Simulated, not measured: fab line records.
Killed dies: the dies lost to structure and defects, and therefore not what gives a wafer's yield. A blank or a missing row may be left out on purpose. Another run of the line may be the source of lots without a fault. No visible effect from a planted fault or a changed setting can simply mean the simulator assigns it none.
fab line records	flow nand-harc
record lots=24	wafers=72	last-day=24
route steps=1159 shown A_CHANNEL_HOLE_D1@487 A_CHANNEL_FILL_D1@492 A_STAIRCASE@547
lots untouched by any fault: they come from a run of this same line in which no faults occurred
start-h: hours from the record's opening day to when the first of the lot's shown wafers began	wait-h: hours from the lot's prior step to this one	" the same as in the row above	L1.1+2: one row covering several wafers at once	- no value, or no start was given	* or withheld: withheld	< > ~ a bound
route shown NAME@n: a module of which the file shows steps, and the number in the route of the first	usual: mean/standard deviation of fault-free wafers	same: alike in all rows	chamber/n: place in a boat	sites: the reading at each site	_std_site: how widely they spread, as a standard deviation	_edge_site: mean of outer sites minus mean of inner sites	radius-mm: how far each site lies from the wafer's centre	mask NAME#n: copy n	behind: the tool/chamber that last shaped the wafer	hold: what put the lot on hold/how long, in hours/how the hold closed	device: the transistor (n, p or np) that didn't switch	end of line: the same wafers' tests at the end of the route	a step with no rows: only its recipe	killed: at the first sort, the dies lost to defects and structure; wafer yield is something else	map: a wafer's dies, x killed, . not, _ none there
set.NAME: the setting as run; set.NAME@STEP: as run at that earlier step	model.NAME: the simulator's own value behind a step, which no gauge read
route steps across a sampled set of lots; one table per step, one row per wafer
services: from which hour (start-h, from the record's first day; less than 0 if before it) a tool's chamber was out of use, for how many hours, and why
## steps
# step NHARC_A_CHANNEL_HOLE_D1_CD_MEAS_30
# usual cd-nm=89.9/1.3
lot.wafer	tool	chamber	start-h	wait-h	cd-nm
L075.2	cd-sem-02	-	181.65	-	91.7
L075.3	"	-	"	"	91.5
L075.6	"	-	"	"	91.2
L074.3	cd-sem-03	-	183.29	-	88.5
L074.4	"	-	"	"	88.2
L074.5	"	-	"	"	88.7
L077.2	cd-sem-03	-	189.02	-	89.0
L077.4	"	-	"	"	91.4
L077.5	"	-	"	"	91.3
L076.2	cd-sem-01	-	199.88	-	89.0
L076.3	"	-	"	"	90.1
L076.4	"	-	"	"	86.4
L078.1	cd-sem-01	-	208.23	-	91.1
L078.2	"	-	"	"	90.7
L078.6	"	-	"	"	90.9
L080.1	cd-sem-03	-	209.21	-	89.9
L080.3	"	-	"	"	87.8
L080.6	"	-	"	"	88.0
L079.1	cd-sem-03	-	212.39	-	91.8
L079.2	"	-	"	"	90.7
L079.5	"	-	"	"	90.6
L081.1	cd-sem-02	-	225.67	-	90.0
L081.2	"	-	"	"	90.4
L081.4	"	-	"	"	90.8
L083.2	cd-sem-01	-	229.96	-	91.7
L083.3	"	-	"	"	90.9
L083.6	"	-	"	"	90.5
L082.1	cd-sem-03	-	230.04	-	90.3
L082.4	"	-	"	"	89.8
L082.5	"	-	"	"	89.4
L084.1	cd-sem-03	-	241.87	-	91.7
L084.2	"	-	"	"	90.3
L084.5	"	-	"	"	91.7
L085.2	cd-sem-02	-	242.67	-	87.4
L085.4	"	-	"	"	91.2
L085.5	"	-	"	"	87.9
L087.1	cd-sem-01	-	250.46	-	87.9
L087.2	"	-	"	"	89.6
L087.4	"	-	"	"	89.5
L086.2	cd-sem-02	-	251.68	-	92.6
L086.5	"	-	"	"	89.3
L086.6	"	-	"	"	91.1
L088.3	cd-sem-03	-	262.91	-	89.3
L088.4	"	-	"	"	88.1
L088.5	"	-	"	"	87.2
L090.1	cd-sem-01	-	272.43	-	89.3
L090.3	"	-	"	"	88.6
L090.5	"	-	"	"	87.8
L089.2	cd-sem-01	-	272.95	-	89.1
L089.4	"	-	"	"	90.5
L089.6	"	-	"	"	89.3
L091.1	cd-sem-02	-	281.59	-	87.3
L091.2	"	-	"	"	89.2
L091.5	"	-	"	"	88.8
L092.2	cd-sem-03	-	291.11	-	91.5
L092.3	"	-	"	"	91.0
L092.6	"	-	"	"	88.7
L094.1	cd-sem-01	-	299.31	-	90.0
L094.3	"	-	"	"	90.1
L094.6	"	-	"	"	90.7
L093.1	cd-sem-02	-	300.34	0.1	91.3
L093.2	"	-	"	"	90.7
L093.4	"	-	"	"	89.6
L095.2	cd-sem-02	-	304.37	-	91.6
L095.4	"	-	"	"	89.2
L095.6	"	-	"	"	92.6
L096.2	cd-sem-01	-	311.31	-	90.2
L096.4	"	-	"	"	93.6
L096.5	"	-	"	"	89.0
L097.3	cd-sem-03	-	327.54	-	89.0
L097.4	"	-	"	"	90.1
L097.5	"	-	"	"	89.8
# step NHARC_A_CHANNEL_FILL_D1_ALD_02
# recipe target-thk-a=60	pulse-time-s=10	ald-cycles=60	temp-c=300	material=SiO2
# usual heater-power-w=437/39	precursor-pulse-height-rel=0.999/0.021
lot.wafer	tool	chamber	start-h	wait-h	heater-power-w	precursor-pulse-height-rel	since-wet-clean-h
L075.3	ald-hk-01	3	185.63	-	495	0.996	123
L075.2	"	2	"	"	521	1.007	123
L075.6	"	0	"	"	424	1.033	-
L074.3	ald-hk-01	0	186.22	-	443	0.972	124
L074.4	"	1	"	"	442	0.979	124
L074.5	"	0	"	"	425	0.966	-
L077.2	ald-hk-04	2	189.47	-	392	0.978	168
L077.4	"	3	"	"	429	0.978	168
L077.5	"	1	"	"	423	0.992	-
L076.3	ald-hk-04	3	200.34	-	419	1.010	1
L076.2	"	0	"	"	430	1.051	1
L076.4	"	1	"	"	405	1.028	1
L078.1	ald-hk-02	2	208.74	-	445	1.030	96
L078.2	"	3	"	"	445	1.004	96
L078.6	"	0	"	"	517	1.019	-
L080.1	ald-hk-04	0	209.60	-	435	1.024	10
L080.3	"	2	"	"	390	0.997	10
L080.6	"	1	"	"	419	0.998	-
L079.1	ald-hk-04	0	212.92	-	423	0.977	13
L079.2	"	1	"	"	419	0.998	13
L079.5	"	2	"	"	388	1.032	-
L081.2	ald-hk-04	1	226.05	-	408	0.965	26
L081.4	"	2	"	"	381	1.017	26
L081.1	"	0	"	"	414	0.970	27
L083.3	ald-hk-04	0	230.33	-	433	0.990	31
L083.2	"	3	"	"	423	0.972	31
L083.6	"	1	"	"	429	0.986	-
L082.1	ald-hk-01	2	230.43	-	508	1.001	168
L082.4	"	0	"	"	436	0.998	168
L082.5	"	2	"	"	520	0.986	-
L084.1	ald-hk-01	1	242.39	-	443	0.991	2
L084.2	"	2	"	"	514	0.996	2
L084.5	"	0	"	"	435	1.022	-
L085.4	ald-hk-04	3	243.06	-	428	1.008	43
L085.2	"	0	"	"	434	0.988	43
L085.5	"	3	"	"	417	0.976	-
L087.4	ald-hk-04	0	250.84	-	432	1.044	51
L087.2	"	1	"	"	407	0.977	51
L087.1	"	2	"	"	391	0.996	51
L086.2	ald-hk-04	0	252.13	-	432	1.001	52
L086.6	"	3	"	"	412	0.965	-
L086.5	"	0	"	"	423	0.963	-
L088.3	ald-hk-02	1	263.36	-	515	1.014	151
L088.4	"	3	"	"	465	1.026	151
L088.5	"	1	"	"	502	1.026	-
L090.1	ald-hk-04	0	272.82	-	433	0.997	73
L090.3	"	1	"	"	419	1.028	73
L090.5	"	0	"	"	430	0.974	-
L089.2	ald-hk-04	3	273.47	-	420	0.994	74
L089.4	"	0	"	"	434	0.968	74
L089.6	"	1	"	"	412	0.987	-
L091.2	ald-hk-04	2	283.97	-	388	1.008	84
L091.1	"	1	"	"	411	1.004	84
L091.5	"	3	"	"	417	0.998	-
L092.3	ald-hk-04	2	291.70	-	388	1.027	92
L092.2	"	0	"	"	427	0.995	92
L092.6	"	1	"	"	424	1.020	-
L094.1	ald-hk-04	0	299.77	-	437	0.969	100
L094.3	"	1	"	"	404	1.001	100
L094.6	"	3	"	"	424	1.006	-
L093.1	ald-hk-02	3	300.80	-	462	0.995	8
L093.4	"	0	"	"	537	0.974	9
L093.2	"	1	"	"	509	0.983	9
L095.2	ald-hk-01	0	304.93	-	441	0.999	64
L095.4	"	1	"	"	456	1.016	64
L095.6	"	2	"	"	502	1.009	-
L096.4	ald-hk-04	0	311.84	-	427	1.018	112
L096.2	"	1	"	"	423	1.008	112
L096.5	"	2	"	"	387	1.000	-
L097.4	ald-hk-01	3	327.94	-	494	0.983	87
L097.3	"	0	"	"	436	0.985	87
L097.5	"	0	"	"	438	0.975	-
# step NHARC_A_CHANNEL_FILL_D1_STRIP_28
# recipe time-s=20	o2-flow-sccm=500	ar-flow-sccm=0	bias-w=0	chemistry=O2
# usual drypump-motor-current-A=5.7/0.57	oes-product-au=1.003/0.01	rf-vpp-V=58.0/0.85	showerhead-plenum-p-Torr=3.62/0.11	throttle-valve-pct=17.035/0.0087
lot.wafer	tool	chamber	start-h	wait-h	drypump-motor-current-A	oes-product-au	rf-hours-counter-h	rf-vpp-V	showerhead-plenum-p-Torr	throttle-valve-pct
L075.3	rie-diel-05	1	209.80	0.1	4.8	1.019	1.0	57.2	3.64	17.046
L075.2	"	3	"	"	4.9	1.011	1.0	58.4	3.78	17.040
L075.6	"	1	"	"	4.8	1.018	-	57.2	3.64	17.026
L074.3	rie-diel-01	2	209.81	0.1	6.1	1.000	2.9	56.6	3.63	17.019
L074.4	"	3	"	"	6.3	1.008	-	58.8	3.72	17.054
L074.5	"	0	"	"	5.6	1.018	-	59.4	3.68	17.031
L077.4	rie-diel-05	0	213.66	0.1	5.9	0.991	1.2	58.3	3.48	17.034
L077.2	"	2	"	"	6.3	1.006	1.0	57.8	3.46	17.038
L077.5	"	0	"	"	6.0	0.993	-	57.3	3.48	17.033
L076.4	rie-diel-05	2	225.21	0.1	6.3	0.999	1.1	58.1	3.46	17.024
L076.3	"	0	"	"	6.0	0.990	1.4	56.6	3.48	17.042
L076.2	"	1	"	"	4.8	1.011	1.3	59.1	3.64	17.032
L080.1	rie-diel-01	1	232.86	0.1	5.2	0.988	2.1	58.7	3.64	17.042
L080.3	"	2	"	"	6.1	1.001	3.8	56.8	3.63	17.044
L080.6	"	1	"	"	5.2	0.988	-	57.9	3.64	17.038
L078.2	rie-diel-05	0	232.87	0.1	6.0	0.992	1.6	57.1	3.48	17.041
L078.1	"	1	"	"	4.8	1.009	1.4	58.4	3.64	17.012
L078.6	"	2	"	"	6.3	0.995	-	56.2	3.46	17.043
L079.2	rie-diel-05	0	237.04	0.1	5.9	1.002	1.6	57.9	3.48	17.040
L079.1	"	1	"	"	4.8	0.993	1.5	58.0	3.64	17.029
L079.5	"	2	"	"	6.3	1.005	-	57.6	3.46	17.025
L081.2	rie-diel-06	1	252.61	0.1	5.7	1.023	0.1	57.7	3.50	17.039
L081.4	"	2	"	"	6.5	0.998	0.1	58.0	3.49	17.022
L081.1	"	0	"	"	5.9	1.001	0.1	58.2	3.44	17.034
L082.4	rie-diel-01	1	260.29	0.1	5.2	0.994	3.3	57.2	3.64	17.027
L082.1	"	2	"	"	6.1	0.993	4.9	56.0	3.63	17.030
L082.5	"	2	"	"	6.1	0.998	-	58.2	3.63	17.041
L083.2	rie-diel-06	3	260.31	0.1	5.7	1.004	0.9	59.0	3.60	17.047
L083.3	"	0	"	"	5.9	1.017	0.9	57.8	3.44	17.042
L083.6	"	1	"	"	5.7	1.020	-	57.0	3.50	17.034
L085.4	rie-diel-06	2	266.82	0.1	6.5	0.990	2.4	56.8	3.49	17.036
L085.2	"	1	"	"	5.7	1.008	2.3	58.0	3.49	17.036
L085.5	"	3	"	"	5.7	0.994	-	59.0	3.60	17.037
L084.2	rie-diel-01	1	266.82	0.1	5.2	0.992	3.5	56.6	3.64	17.051
L084.1	"	2	"	"	6.1	0.991	5.1	57.8	3.63	17.020
L084.5	"	2	"	"	6.1	0.993	-	57.1	3.63	17.032
L087.4	rie-diel-05	2	276.37	0.1	6.3	1.006	2.2	57.9	3.46	17.043
L087.2	"	3	"	"	4.9	0.998	2.3	58.2	3.78	17.026
L087.1	"	0	"	"	5.9	1.000	2.3	56.5	3.48	17.033
L086.2	rie-diel-01	0	276.37	0.1	5.6	1.015	5.2	59.0	3.68	17.027
L086.5	"	2	"	"	6.1	1.017	-	59.2	3.63	17.047
L086.6	"	3	"	"	6.2	1.011	-	59.3	3.71	17.033
L088.4	rie-diel-01	3	288.08	0.1	6.3	0.997	5.3	58.2	3.71	17.024
L088.3	"	1	"	"	5.2	0.991	4.0	57.1	3.64	17.014
L088.5	"	3	"	"	6.3	1.006	-	58.2	3.71	17.027
L090.1	rie-diel-01	2	296.83	0.1	6.1	1.001	5.8	56.7	3.63	17.024
L090.3	"	1	"	"	5.2	0.992	4.1	57.8	3.64	17.045
L090.5	"	2	"	"	6.1	1.006	-	58.9	3.63	17.036
L089.2	rie-diel-05	3	296.84	0.1	4.9	1.007	2.6	56.7	3.78	17.042
L089.4	"	2	"	"	6.3	1.020	2.5	58.0	3.46	17.040
L089.6	"	3	"	"	4.9	0.998	-	57.3	3.78	17.033
L091.2	rie-diel-01	2	308.86	0.1	6.1	1.006	6.2	59.4	3.63	17.041
L091.1	"	0	"	"	5.6	1.024	6.0	57.9	3.68	17.034
L091.5	"	3	"	"	6.3	1.008	-	57.8	3.71	17.045
L092.2	rie-diel-05	0	316.06	0.1	5.9	0.995	3.2	59.0	3.48	17.029
L092.3	"	2	"	"	6.3	1.009	3.0	57.9	3.46	17.040
L092.6	"	0	"	"	5.9	0.987	-	58.4	3.48	17.034
L094.3	rie-diel-05	3	323.86	0.1	4.9	0.996	3.3	59.0	3.78	17.020
L094.1	"	1	"	"	4.8	1.014	3.4	58.6	3.63	17.054
L094.6	"	2	"	"	6.3	1.014	-	56.7	3.46	17.034
L093.2	rie-diel-01	3	323.89	0.1	6.2	1.001	0	57.8	3.71	17.033
L093.1	"	1	"	"	5.2	1.011	0.0	58.2	3.64	17.036
L093.4	"	2	"	"	6.1	1.011	0.0	58.5	3.63	17.034
L095.2	rie-diel-05	2	329.47	0.1	6.3	1.020	3.4	55.3	3.46	17.037
L095.4	"	3	"	"	4.9	0.998	3.5	57.4	3.78	17.041
L095.6	"	0	"	"	5.9	1.001	-	58.3	3.48	17.030
L096.2	rie-diel-05	0	335.96	0.1	5.9	0.990	3.6	57.6	3.48	17.030
L096.4	"	1	"	"	4.8	1.008	3.6	57.4	3.63	17.044
L096.5	"	3	"	"	4.9	0.994	-	58.1	3.78	17.037
L097.4	rie-diel-01	0	352.16	0.1	5.6	0.996	1.5	58.6	3.68	17.023
L097.3	"	3	"	"	6.3	1.012	1.5	58.9	3.71	17.038
L097.5	"	0	"	"	5.6	1.009	-	58.5	3.68	17.049
# step NHARC_A_CHANNEL_FILL_D1_ALD_25
# recipe target-thk-a=600	pulse-time-s=10	ald-cycles=600	temp-c=300	material=SiOx
# usual heater-power-w=455/40	precursor-pulse-height-rel=0.999/0.02
lot.wafer	tool	chamber	start-h	wait-h	heater-power-w	precursor-pulse-height-rel	since-wet-clean-h
L074.4	ald-hk-04	0	221.53	0.1	438	1.036	23
L074.3	"	1	"	"	422	0.973	24
L074.5	"	0	224.00	2.5	425	0.989	-
L075.2	ald-hk-01	3	222.25	0.8	486	0.995	161
L075.3	"	0	"	"	430	0.997	161
L075.6	"	2	224.10	2.6	524	1.013	-
L077.4	ald-hk-02	2	225.22	0.1	448	0.995	114
L077.2	"	3	"	"	452	0.997	114
L077.5	"	2	227.69	2.5	435	0.946	-
L076.3	ald-hk-04	0	236.70	0.1	435	1.006	38
L076.4	"	2	237.93	1.3	384	0.994	39
L076.2	"	3	"	"	419	0.997	40
L080.1	ald-hk-04	1	245.17	0.7	423	0.972	47
L080.3	"	2	"	"	385	0.979	47
L080.6	"	1	247.58	3.1	413	1.024	-
L078.1	ald-hk-01	3	245.80	1.3	496	0.993	6
L078.2	"	1	248.27	3.8	445	0.990	9
L078.6	"	3	250.74	6.2	485	0.954	-
L079.2	ald-hk-02	1	249.21	0.7	516	1.058	138
L079.1	"	3	250.44	1.9	454	1.023	139
L079.5	"	0	"	"	507	1.006	-
L081.2	ald-hk-02	3	265.06	0.7	459	0.976	154
L081.1	"	0	"	"	523	0.951	154
L081.4	"	1	"	"	496	0.983	155
L082.4	ald-hk-02	1	271.87	0.0	498	1.009	160
L082.1	"	3	273.11	1.3	454	1.009	162
L082.5	"	1	274.35	2.5	512	1.003	-
L083.2	ald-hk-01	3	271.88	0.1	517	0.981	32
L083.3	"	1	273.12	1.3	437	0.996	33
L083.6	"	0	274.98	3.2	442	1.019	-
L084.1	ald-hk-04	1	280.88	1.0	421	1.005	82
L084.2	"	3	282.12	2.3	412	0.974	84
L084.5	"	0	"	"	416	0.991	-
L085.2	ald-hk-01	0	283.76	3.9	434	0.987	44
L085.4	"	1	"	"	443	0.979	45
L085.5	"	2	"	"	497	1.019	-
L086.2	ald-hk-01	1	287.90	0.1	446	1.021	48
L086.6	"	1	290.32	2.5	451	0.963	-
L086.5	"	2	"	"	509	1.029	-
L087.1	ald-hk-04	0	287.90	0.1	434	1.027	89
L087.2	"	2	289.15	1.3	397	0.987	91
L087.4	"	3	"	"	421	1.008	91
L088.3	ald-hk-04	2	300.12	0.4	399	0.999	102
L088.4	"	1	301.96	2.2	420	1.007	103
L088.5	"	3	303.19	3.4	415	1.021	-
L090.1	ald-hk-02	0	308.33	0.1	521	0.971	17
L090.3	"	3	310.17	1.9	446	0.994	19
L090.5	"	1	311.40	3.1	497	0.969	-
L089.4	ald-hk-01	1	308.95	0.7	453	1.011	69
L089.2	"	3	310.19	1.9	504	1.005	71
L089.6	"	0	"	"	443	1.004	-
L091.2	ald-hk-02	0	320.59	0.1	512	1.012	29
L091.1	"	2	321.83	1.3	461	1.010	31
L091.5	"	1	323.69	3.1	504	0.992	-
L092.2	ald-hk-02	3	327.72	0.1	461	1.006	36
L092.3	"	0	"	"	516	1.019	37
L092.6	"	3	330.16	2.5	465	1.023	-
L094.3	ald-hk-04	3	335.47	0.1	422	1.003	137
L094.1	"	2	337.32	1.9	381	1.005	139
L094.6	"	3	"	"	420	1.003	-
L093.4	ald-hk-02	3	336.07	0.7	450	1.007	45
L093.2	"	0	"	"	512	0.998	45
L093.1	"	1	"	"	500	1.019	46
L095.4	ald-hk-02	0	342.46	1.3	526	0.977	51
L095.2	"	1	"	"	497	0.990	52
L095.6	"	3	344.30	3.1	456	1.011	-
L096.2	ald-hk-04	2	349.00	1.3	395	1.001	150
L096.4	"	3	"	"	420	1.011	151
L096.5	"	1	350.81	3.1	430	0.978	-
L097.4	ald-hk-04	1	363.83	0.1	413	1.022	165
L097.3	"	0	365.71	1.9	419	1.006	167
L097.5	"	2	366.96	3.2	385	1.009	-
# step NHARC_A_STAIRCASE_DESCUM_11
# recipe time-s=3	o2-flow-sccm=200	ar-flow-sccm=0	bias-power-w=0	chemistry=O2
# usual drypump-motor-current-A=6.0/0.39	oes-product-au=0.999/0.0091	rf-vpp-V=57.6/0.95	showerhead-plenum-p-Torr=1.87/0.072	throttle-valve-pct=11.311/0.0097
lot.wafer	tool	chamber	start-h	wait-h	drypump-motor-current-A	oes-product-au	rf-hours-counter-h	rf-vpp-V	showerhead-plenum-p-Torr	throttle-valve-pct
L074.3	rie-diel-12	2	236.31	-	6.3	0.989	8	59.3	1.99	11.294
L074.4	"	3	"	"	6.4	0.987	12	57.4	2.00	11.304
L074.5	"	1	"	"	5.9	0.988	-	57.1	1.82	11.307
L075.3	rie-diel-08	2	236.46	-	6.5	0.999	40	58.0	1.95	11.313
L075.2	"	3	"	"	5.6	0.991	39	57.7	1.86	11.313
L075.6	"	3	"	"	5.6	0.994	-	58.5	1.86	11.312
L077.4	rie-diel-03	3	240.20	-	5.3	1.002	5	56.4	1.88	11.322
L077.2	"	2	"	"	5.5	0.999	6	56.5	1.81	11.314
L077.5	"	0	"	"	6.5	1.002	-	57.8	1.79	11.304
L076.2	rie-diel-08	1	251.66	-	5.9	1.024	44	58.2	1.85	11.317
L076.4	"	2	"	"	6.4	1.000	47	57.7	1.95	11.321
L076.3	"	3	"	"	5.5	0.993	46	57.4	1.86	11.308
L080.3	rie-diel-12	0	259.69	-	5.6	0.995	20	55.7	1.88	11.312
L080.1	"	1	"	"	5.9	0.991	19	56.5	1.82	11.313
L080.6	"	3	"	"	6.5	1.012	-	59.7	2.00	11.322
L079.1	rie-diel-03	0	263.55	-	6.5	1.002	16	57.4	1.79	11.305
L079.2	"	1	"	"	6.0	0.998	17	58.6	1.84	11.319
L079.5	"	0	"	"	6.5	1.000	-	56.3	1.79	11.296
L078.2	rie-diel-12	0	263.73	-	5.6	0.996	23	58.0	1.87	11.289
L078.1	"	1	"	"	5.9	0.990	21	56.1	1.82	11.306
L078.6	"	3	"	"	6.5	1.006	-	58.3	2.00	11.311
L081.4	rie-diel-12	1	279.32	-	5.9	0.984	26	57.0	1.82	11.311
L081.1	"	3	"	"	6.5	1.004	28	56.3	2.00	11.312
L081.2	"	0	"	"	5.7	1.002	28	58.0	1.87	11.337
L083.3	rie-diel-12	1	288.22	-	5.9	0.991	29	55.5	1.82	11.304
L083.2	"	0	"	"	5.7	0.993	32	56.3	1.87	11.299
L083.6	"	1	"	"	5.9	0.978	-	57.4	1.82	11.320
L082.1	rie-diel-12	3	288.27	-	6.5	0.993	32	57.2	2.00	11.313
L082.4	"	0	"	"	5.7	1.010	32	56.9	1.87	11.307
L082.5	"	0	"	"	5.6	1.005	-	58.1	1.87	11.307
L084.2	rie-diel-12	0	295.24	-	5.6	0.998	36	57.7	1.87	11.316
L084.1	"	3	"	"	6.5	0.997	36	58.1	2.00	11.315
L084.5	"	0	"	"	5.6	1.010	-	57.3	1.87	11.289
L085.2	rie-diel-08	0	298.39	-	6.3	0.997	62	56.9	1.80	11.316
L085.4	"	1	"	"	5.9	1.008	63	58.8	1.85	11.318
L085.5	"	1	"	"	5.9	1.014	-	55.8	1.85	11.310
L086.2	rie-diel-03	2	303.04	-	5.6	1.015	27	58.1	1.81	11.301
L086.5	"	3	"	"	5.2	1.009	-	58.5	1.87	11.318
L086.6	"	0	"	"	6.5	1.008	-	57.4	1.79	11.306
L087.1	rie-diel-03	0	303.55	-	6.5	1.002	27	55.3	1.79	11.314
L087.4	"	2	"	"	5.6	1.015	27	57.4	1.81	11.333
L087.2	"	3	"	"	5.3	0.996	25	57.8	1.87	11.327
L088.4	rie-diel-08	2	315.42	-	6.4	0.998	1	58.0	1.94	11.284
L088.3	"	0	"	"	6.3	0.989	2	56.5	1.80	11.304
L088.5	"	2	"	"	6.5	0.989	-	57.8	1.94	11.304
L089.2	rie-diel-12	1	323.08	-	5.9	0.998	44	57.4	1.81	11.312
L089.6	"	2	"	"	6.3	1.014	-	58.5	1.98	11.304
L089.4	"	1	"	"	5.9	0.995	-	58.9	1.81	11.318
L090.1	rie-diel-08	0	323.63	-	6.2	0.987	5	56.9	1.80	11.320
L090.3	"	1	"	"	5.9	1.004	4	57.8	1.85	11.311
L090.5	"	3	"	"	5.5	0.995	-	58.3	1.85	11.301
L091.2	rie-diel-03	2	335.90	-	5.5	1.008	40	57.4	1.81	11.321
L091.1	"	1	"	"	6.0	0.993	40	58.0	1.83	11.313
L091.5	"	2	"	"	5.5	1.014	-	57.4	1.80	11.311
L092.2	rie-diel-12	2	342.50	-	6.3	1.002	52	58.6	1.98	11.324
L092.3	"	0	"	"	5.7	1.003	41	56.6	1.87	11.317
L092.6	"	1	"	"	5.9	0.990	-	56.9	1.81	11.305
L094.1	rie-diel-08	2	350.85	-	6.4	0.992	13	58.2	1.94	11.323
L094.3	"	3	"	"	5.6	0.990	14	59.3	1.85	11.319
L094.6	"	0	"	"	6.2	0.989	-	58.1	1.79	11.314
L093.4	rie-diel-03	2	351.00	-	5.6	1.003	44	57.3	1.80	11.313
L093.1	"	3	"	"	5.3	1.003	43	57.9	1.87	11.322
L093.2	"	0	"	"	6.5	0.999	45	58.7	1.78	11.302
L095.2	rie-diel-12	2	356.88	-	6.3	1.008	57	57.7	1.98	11.312
L095.4	"	3	"	"	6.5	0.996	61	57.0	1.99	11.310
L095.6	"	1	"	"	5.9	0.990	-	57.9	1.81	11.303
L096.2	rie-diel-08	1	363.64	-	5.9	1.004	16	58.0	1.84	11.298
L096.4	"	2	"	"	6.5	0.990	16	58.4	1.94	11.296
L096.5	"	1	"	"	5.9	0.994	-	56.2	1.84	11.315
L097.3	rie-diel-08	2	378.80	-	6.5	1.020	22	58.2	1.94	11.323
L097.4	"	3	"	"	5.6	0.999	24	58.3	1.85	11.320
L097.5	"	3	"	"	5.5	0.993	-	57.9	1.85	11.321
# step NHARC_A_STAIRCASE_ETCH_21
# recipe target-depth-a=1000	time-s=40.5	ion-energy-ev=400	c4f8-flow-sccm=20	o2-flow-sccm=10	ar-flow-sccm=withheld	rf-w=600	bias-w=1000	chemistry=C4F8/O2
# usual oes-product-au=0.942/0.016	rf-vpp-V=894/5
lot.wafer	tool	chamber	start-h	wait-h	oes-product-au	rf-hours-counter-h	rf-vpp-V
L074.4	rie-diel-12	3	-	-	0.936	12	901
L074.3	"	0	"	"	0.954	12	895
L074.5	"	2	"	"	0.935	-	900
L075.3	rie-diel-12	0	-	-	0.918	12	895
L075.2	"	3	"	"	0.913	12	903
L075.6	"	1	"	"	0.922	-	890
L077.4	rie-diel-08	0	-	-	0.915	41	890
L077.2	"	1	"	"	0.982	41	892
L077.5	"	3	"	"	0.919	-	893
L076.2	rie-diel-12	3	-	-	0.965	18	902
L076.3	"	0	"	"	0.954	18	893
L076.4	"	1	"	"	0.965	17	889
L080.3	rie-diel-12	3	-	-	0.961	23	901
L080.1	"	2	"	"	0.954	18	902
L080.6	"	3	"	"	0.950	-	903
L078.1	rie-diel-12	3	-	-	0.933	24	902
L078.2	"	1	"	"	0.922	22	890
L078.6	"	0	"	"	0.942	-	892
L079.1	rie-diel-12	2	-	-	0.949	20	900
L079.2	"	3	"	"	0.954	24	902
L079.5	"	1	"	"	0.935	-	891
L081.2	rie-diel-03	0	-	-	0.975	19	888
L081.4	"	1	"	"	0.965	21	892
L081.1	"	2	"	"	0.980	18	889
L083.3	rie-diel-12	3	-	-	0.944	34	900
L083.2	"	0	"	"	0.957	34	895
L083.6	"	0	"	"	0.952	-	894
L082.1	rie-diel-08	0	-	-	0.936	58	889
L082.4	"	2	"	"	0.936	62	897
L082.5	"	0	"	"	0.950	-	888
L084.2	rie-diel-08	0	-	-	0.959	60	889
L084.1	"	2	"	"	0.972	63	897
L084.5	"	1	"	"	0.969	-	892
L085.4	rie-diel-08	1	-	-	0.949	64	891
L085.2	"	3	"	"	0.922	64	892
L085.5	"	1	"	"	0.951	-	893
L086.2	rie-diel-12	2	-	-	0.950	36	902
L086.5	"	1	"	"	0.947	-	888
L086.6	"	2	"	"	0.953	-	900
L087.1	rie-diel-12	0	-	-	0.951	41	893
L087.4	"	1	"	"	0.926	37	891
L087.2	"	3	"	"	0.969	42	901
L088.3	rie-diel-08	1	-	-	0.956	2	893
L088.4	"	2	"	"	0.937	2	897
L088.5	"	2	"	"	0.950	-	898
L089.2	rie-diel-12	2	-	-	0.946	45	899
L089.6	"	2	"	"	0.929	-	900
L089.4	"	3	"	"	0.942	-	901
L090.3	rie-diel-03	0	-	-	0.938	36	887
L090.1	"	2	"	"	0.931	36	890
L090.5	"	1	"	"	0.920	-	891
L091.1	rie-diel-12	1	-	-	0.943	52	889
L091.2	"	3	"	"	0.955	57	901
L091.5	"	2	"	"	0.958	-	902
L092.2	rie-diel-12	3	-	-	0.934	59	900
L092.3	"	0	"	"	0.954	42	893
L092.6	"	3	"	"	0.935	-	900
L094.3	rie-diel-08	1	-	-	0.944	13	892
L094.1	"	2	"	"	0.935	14	897
L094.6	"	0	"	"	0.938	-	887
L093.1	rie-diel-12	0	-	-	0.930	45	892
L093.4	"	2	"	"	0.937	56	900
L093.2	"	3	"	"	0.919	60	902
L095.2	rie-diel-12	2	-	-	0.924	58	900
L095.4	"	0	"	"	0.922	47	893
L095.6	"	2	"	"	0.919	-	901
L096.2	rie-diel-08	0	-	-	0.933	18	887
L096.4	"	3	"	"	0.933	18	891
L096.5	"	1	"	"	0.946	-	890
L097.3	rie-diel-03	0	-	-	0.934	55	886
L097.4	"	1	"	"	0.933	56	890
L097.5	"	0	"	"	0.941	-	887
## services
tool	chamber	start-h	hours	kind
rie-diel-05	-	163.61	9.0	pm
ald-hk-01	-	177.20	0.3	repair
rie-diel-03	-	187.98	0.3	repair
rie-diel-06	2	192.73	4.4	repair
rie-diel-03	-	198.59	8.3	repair
rie-diel-06	0	201.17	12.3	repair
rie-diel-12	-	202.45	9.0	pm
rie-diel-01	1	204.52	11.1	repair
rie-diel-06	-	213.30	0.8	repair
rie-diel-03	-	215.49	9.0	pm
rie-diel-12	2	227.10	3.9	repair
rie-diel-06	2	235.22	12.8	repair
rie-diel-06	-	241.25	9.0	pm
rie-diel-05	0	245.91	4.6	repair
ald-hk-02	-	282.49	10.0	pm
rie-diel-01	2	301.05	5.0	repair
rie-diel-08	-	301.95	9.0	pm
rie-diel-01	1	303.48	5.4	repair
rie-diel-12	0	306.04	36.1	repair
rie-diel-05	-	310.80	0.6	repair
rie-diel-01	-	314.80	9.0	pm
rie-diel-01	1	336.41	6.9	repair
rie-diel-05	-	340.61	9.0	pm
rie-diel-12	-	379.45	9.0	pm
## key
fault none
